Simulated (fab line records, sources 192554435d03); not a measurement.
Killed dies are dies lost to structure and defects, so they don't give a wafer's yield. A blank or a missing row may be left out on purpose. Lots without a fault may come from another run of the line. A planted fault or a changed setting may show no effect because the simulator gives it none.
A struck lot beside a sound one | flow n5_finfet | 24 steps out of a route of 1938
Sound: wafers L658.1, L658.3, L658.5. Struck: wafers L649.2, L649.3, L649.6. The cause comes at the end.
At each step with rows: each side's tool, then ch and its chambers, then its first start. Under that, the readings that differ: sound wafers | struck wafers | difference of the means | sigmas: that difference in standard deviations of wafers without a fault.
alike: readings whose means differ by less than 2 such deviations, and words and numbers that are the same on both sides. not compared: withheld readings, readings that some wafer has no value for, bounds like >300 that may hide the same value, and numbers for which the record gives no deviation and whose values overlap.
The two part at a step that has a row with sigmas, a row that says differs or no value, or rows on one side only. Numbers that don't overlap but have no deviation are shown without sigmas and don't part them. A reading that every wafer of one side lacks parts them only if that side has two wafers or more.

first, 11 steps without rows for these wafers: N5_BEOL_M8_ETCH_62 (etches SOC in N2/H2, target depth 110 nm, overetch 22 nm, time 165 s); N5_BEOL_M8_STRIP_68 (strips in N2/H2); N5_BEOL_M8_STRIP_67 (strips in CF4); N5_BEOL_M8_HM_OPEN_17 (chemistry Cl2/BCl3, target TiN, target depth 20 nm, overetch 6 nm); N5_BEOL_M8_STRIP_19 (strips in O2); N5_BEOL_M8_COAT_63 (time 60 s, resist thk 60 nm); N5_BEOL_M8_COAT_64 (time 60 s, resist thk 12 nm); N5_BEOL_M8_COAT_71 (time 60 s, resist thk 5 nm); N5_BEOL_M8_COAT_22 (resist thk 30 nm); N5_BEOL_M8_EBR_24; N5_BEOL_M8_SOFTBAKE_23 (time 60 s).
N5_BEOL_M8_EXPOSE_25: exposes mask V7, target cd 40 nm.
  sound on euv_scanner-01 ch 0, day 14 23:52; struck on euv_scanner-01 ch 0, day 12 13:44
  alike: mask
then, 2 steps without rows for these wafers: N5_BEOL_M8_PEB_26 (peb time 60 s); N5_BEOL_M8_DEVELOP_27 (develop time 30 s).
N5_BEOL_M8_CD_MEAS_28: target cd 40 nm.
  sound on cd_sem-01 ch 0, day 15 00:00; struck on cd_sem-02 ch 0, day 12 13:52
  reading    | sound             | struck            | difference | sigmas
  cd_nm (nm) | 40.04 39.86 40.04 | 37.25 39.98 39.20 | -1.17      | -5
N5_BEOL_M8_DESCUM_33: chemistry O2, time 7 s.
  sound on rie_diel-04 ch 0,2,3, day 15 00:16; struck on rie_diel-03 ch 0,1, day 12 13:59
  alike: drypump_motor_current_A, oes_product_au, rf_vpp_V, showerhead_plenum_p_Torr, throttle_valve_pct
  not compared: rf_hours_counter_h, model.BEOL_M8.cd_nm
then, 5 steps without rows for these wafers: N5_BEOL_M8_ETCH_72 (etches underlayer in N2/H2, target depth 6.5 nm, time 5.2 s); N5_BEOL_M8_ETCH_65 (etches SiARC in CF4, target depth 15.6 nm, time 26 s); N5_BEOL_M8_ETCH_66 (etches SOC in N2/H2, target depth 80 nm, overetch 16 nm, time 120 s); N5_BEOL_M8_STRIP_69 (strips in N2/H2); N5_BEOL_M8_STRIP_73 (strips in N2/H2).
N5_BEOL_M8_VIA_ETCH_34: etches SiCOH lowk in C4F6/O2, target depth 125.5 nm, time 50.5 s.
  sound on rie_diel-04 ch 0,2,3, day 15 00:26; struck on rie_diel-03 ch 0,1, day 12 14:10
  alike: drypump_motor_current_A, oes_ar_750_au, oes_product_au, rf_vpp_V, showerhead_plenum_p_Torr, throttle_valve_pct
  not compared: rf_hours_counter_h, model.BEOL_M8.cd_nm
then, 1 step without rows for these wafers: N5_BEOL_M8_STRIP_76 (strips in C4F6/O2).
-- the record jumps here: 3 days lie between the struck wafers' starts before and after (it left off in module BEOL_M8 and takes up again in module PASSIVATION, whose first step shown is number 1936 of the route) --
N5_PASSIVATION_PROBE_49:
  sound on prober-02, day 17 21:10; struck on prober-01, day 15 18:49
  alike: defect_limited_yield, killed_at_M0_to_M3, killed_at_M4_up, killed_at_contacts, killed_at_front_end, killed_at_other, killed_dies, killed_open, killed_short, sort_bin_5_function, sort_bin_6_memory, sort_n_pass, sort_yield_pct

WHERE THEY PART
Only at N5_BEOL_M8_CD_MEAS_28, within this record. Later steps at which nothing parts them and some readings are alike: N5_BEOL_M8_DESCUM_33, N5_BEOL_M8_VIA_ETCH_34, N5_PASSIVATION_PROBE_49.

WHY: what the simulator had put in
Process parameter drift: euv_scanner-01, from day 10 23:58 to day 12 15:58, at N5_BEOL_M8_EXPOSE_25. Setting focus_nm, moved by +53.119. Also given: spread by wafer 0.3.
